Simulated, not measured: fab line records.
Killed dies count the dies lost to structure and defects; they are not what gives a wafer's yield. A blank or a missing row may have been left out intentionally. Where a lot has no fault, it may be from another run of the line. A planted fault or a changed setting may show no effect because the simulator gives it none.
Which tool is to blame? :: flow n5Finfet :: 12 lots, 36 wafers sampled, at 6 steps of a route of 1938

WHAT EACH GAUGE READ, for each wafer
N5_BEOL_M11_CD_MEAS_28: the cd target is 70 nm.
lot: L076
measured: day 10 06:10
on: cdSem-01
cdNm (nm): 68.3 69.1 69.8

lot: L077
measured: day 10 12:40
on: cdSem-01
cdNm (nm): 68.2 69.2 68.7

lot: L079
measured: day 10 21:32
on: cdSem-01
cdNm (nm): 69.6 68.8 69.3

lot: L082
measured: day 11 02:22
on: cdSem-02
cdNm (nm): 69.3 68.6 68.7

lot: L083
measured: day 11 08:09
on: cdSem-02
cdNm (nm): 67.9 68.2 67.6

lot: L088
measured: day 15 01:19
on: cdSem-03
cdNm (nm): 67.4 68.4 69.3

lot: L094
measured: day 15 17:31
on: cdSem-02
cdNm (nm): 69.5 69.1 69.8

lot: L085
measured: day 15 18:05
on: cdSem-03
cdNm (nm): 71.4 69.8 70.5

lot: L092
measured: day 16 09:14
on: cdSem-01
cdNm (nm): 70.4 70.8 71.6

lot: L093
measured: day 17 01:19
on: cdSem-01
cdNm (nm): 70.7 71.3 70.2

lot: L096
measured: day 17 04:49
on: cdSem-01
cdNm (nm): 71.8 69.1 69.9

lot: L097
measured: day 17 16:59
on: cdSem-02
cdNm (nm): 70.6 68.8 70.5

EACH LOT AND THE TOOL THAT RAN IT (in order: tool; ch and the chambers of the sampled wafers; start)
lot: L076
N5_BEOL_M10_ETCH_41: rieDiel-03 ch 2,3, day 10 02:32 or earlier
N5_BEOL_M10_STRIP_77: rieDiel-03 ch 2,3, day 10 02:32 or earlier
N5_BEOL_M10_PRE_CLEAN_45: pvdSputter-02, day 10 02:32
N5_BEOL_M10_SURFACE_TREAT_76: pvdSputter-01, day 10 02:53
N5_BEOL_M11_STRIP_67: rieDiel-05 ch 0,1, day 10 05:31

lot: L077
N5_BEOL_M10_ETCH_41: rieDiel-04 ch 1,2, day 10 09:05 or earlier
N5_BEOL_M10_STRIP_77: rieDiel-04 ch 1,2, day 10 09:05 or earlier
N5_BEOL_M10_PRE_CLEAN_45: pvdSputter-02, day 10 09:05
N5_BEOL_M10_SURFACE_TREAT_76: pvdSputter-02, day 10 09:26
N5_BEOL_M11_STRIP_67: rieDiel-01 ch 1,2,3, day 10 12:10

lot: L079
N5_BEOL_M10_ETCH_41: rieDiel-04 ch 2,3, day 10 16:02 or earlier
N5_BEOL_M10_STRIP_77: rieDiel-04 ch 2,3, day 10 16:02 or earlier
N5_BEOL_M10_PRE_CLEAN_45: pvdSputter-02, day 10 16:02
N5_BEOL_M10_SURFACE_TREAT_76: pvdSputter-02, day 10 16:23
N5_BEOL_M11_STRIP_67: rieDiel-05 ch 0,1,3, day 10 20:53

lot: L082
N5_BEOL_M10_ETCH_41: rieDiel-03 ch 2,3, day 10 22:08 or earlier
N5_BEOL_M10_STRIP_77: rieDiel-03 ch 2,3, day 10 22:08 or earlier
N5_BEOL_M10_PRE_CLEAN_45: pvdSputter-03, day 10 22:08
N5_BEOL_M10_SURFACE_TREAT_76: pvdSputter-01, day 10 22:29
N5_BEOL_M11_STRIP_67: rieDiel-01 ch 1,2,3, day 11 01:33

lot: L083
N5_BEOL_M10_ETCH_41: rieDiel-03 ch 1,2,3, day 11 04:34 or earlier
N5_BEOL_M10_STRIP_77: rieDiel-03 ch 1,2,3, day 11 04:34 or earlier
N5_BEOL_M10_PRE_CLEAN_45: pvdSputter-01, day 11 04:34
N5_BEOL_M10_SURFACE_TREAT_76: pvdSputter-02, day 11 04:55
N5_BEOL_M11_STRIP_67: rieDiel-01 ch 0,2,3, day 11 07:32

lot: L088
N5_BEOL_M10_ETCH_41: rieDiel-03 ch 0,1,3, day 14 19:20 or earlier
N5_BEOL_M10_STRIP_77: rieDiel-03 ch 0,1,3, day 14 19:20 or earlier
N5_BEOL_M10_PRE_CLEAN_45: pvdSputter-01, day 14 19:20
N5_BEOL_M10_SURFACE_TREAT_76: pvdSputter-01, day 14 21:16
N5_BEOL_M11_STRIP_67: rieDiel-05 ch 2,3, day 15 00:23

lot: L094
N5_BEOL_M10_ETCH_41: rieDiel-04 ch 1,3, day 15 09:58 or earlier
N5_BEOL_M10_STRIP_77: rieDiel-04 ch 1,3, day 15 09:58 or earlier
N5_BEOL_M10_PRE_CLEAN_45: pvdSputter-03, day 15 09:58
N5_BEOL_M10_SURFACE_TREAT_76: pvdSputter-01, day 15 11:40
N5_BEOL_M11_STRIP_67: rieDiel-05 ch 1,3, day 15 16:49

lot: L085
N5_BEOL_M10_ETCH_41: rieDiel-04 ch 1,3, day 15 12:03 or earlier
N5_BEOL_M10_STRIP_77: rieDiel-04 ch 1,3, day 15 12:03 or earlier
N5_BEOL_M10_PRE_CLEAN_45: pvdSputter-02, day 15 12:03
N5_BEOL_M10_SURFACE_TREAT_76: pvdSputter-02, day 15 12:26
N5_BEOL_M11_STRIP_67: rieDiel-01 ch 1,2,3, day 15 17:19

lot: L092
N5_BEOL_M10_ETCH_41: rieDiel-02 ch 2,3, day 16 00:27 or earlier
N5_BEOL_M10_STRIP_77: rieDiel-02 ch 2,3, day 16 00:27 or earlier
N5_BEOL_M10_PRE_CLEAN_45: pvdSputter-02, day 16 00:27
N5_BEOL_M10_SURFACE_TREAT_76: pvdSputter-02, day 16 00:52
N5_BEOL_M11_STRIP_67: rieDiel-05 ch 1,3, day 16 06:50

lot: L093
N5_BEOL_M10_ETCH_41: rieDiel-03 ch 0,2, day 16 18:22 or earlier
N5_BEOL_M10_STRIP_77: rieDiel-03 ch 0,2, day 16 18:22 or earlier
N5_BEOL_M10_PRE_CLEAN_45: pvdSputter-03, day 16 18:22
N5_BEOL_M10_SURFACE_TREAT_76: pvdSputter-03, day 16 18:51
N5_BEOL_M11_STRIP_67: rieDiel-01 ch 0,1,3, day 16 23:36

lot: L096
N5_BEOL_M10_ETCH_41: rieDiel-03 ch 0,1, day 16 20:24 or earlier
N5_BEOL_M10_STRIP_77: rieDiel-03 ch 0,1, day 16 20:24 or earlier
N5_BEOL_M10_PRE_CLEAN_45: pvdSputter-02, day 16 20:24
N5_BEOL_M10_SURFACE_TREAT_76: pvdSputter-02, day 16 20:55
N5_BEOL_M11_STRIP_67: rieDiel-05 ch 0,1, day 17 02:23

lot: L097
N5_BEOL_M10_ETCH_41: rieDiel-03 ch 0,2, day 17 07:16 or earlier
N5_BEOL_M10_STRIP_77: rieDiel-03 ch 0,2, day 17 07:16 or earlier
N5_BEOL_M10_PRE_CLEAN_45: pvdSputter-02, day 17 07:16
N5_BEOL_M10_SURFACE_TREAT_76: pvdSputter-01, day 17 09:02
N5_BEOL_M11_STRIP_67: rieDiel-01 ch 2,3, day 17 14:02
- N5_BEOL_M10_ETCH_41: etches SiCN in CH3F/O2, target depth 42.6 nm, time 86 s.
- N5_BEOL_M10_STRIP_77: strips in N2/H2, time 10 s.
- N5_BEOL_M10_PRE_CLEAN_45: time 30 s.
- N5_BEOL_M10_SURFACE_TREAT_76
- N5_BEOL_M11_STRIP_67: strips in CF4.

THE ANSWER, worked out from the rows above alone
Rule: the usual values come from the lots themselves. Put in order of their means at a reading, lots are off if they are a third of the lots or fewer, leave a main group of 4 or more, and stand apart from it by a gap of 3 or more times the standard deviation of the main group's means; of several such gaps the widest counts. Not used: any main group whose means are identical at the precision the tables above print for the reading. Also off: a lot with no number at a reading for which 4 or more lots have one. The other lots that the step has rows for count as sound.
None of the lots is off at any reading shown; this tells nothing.

WHAT HAD BEEN PUT IN BY THE SIMULATOR
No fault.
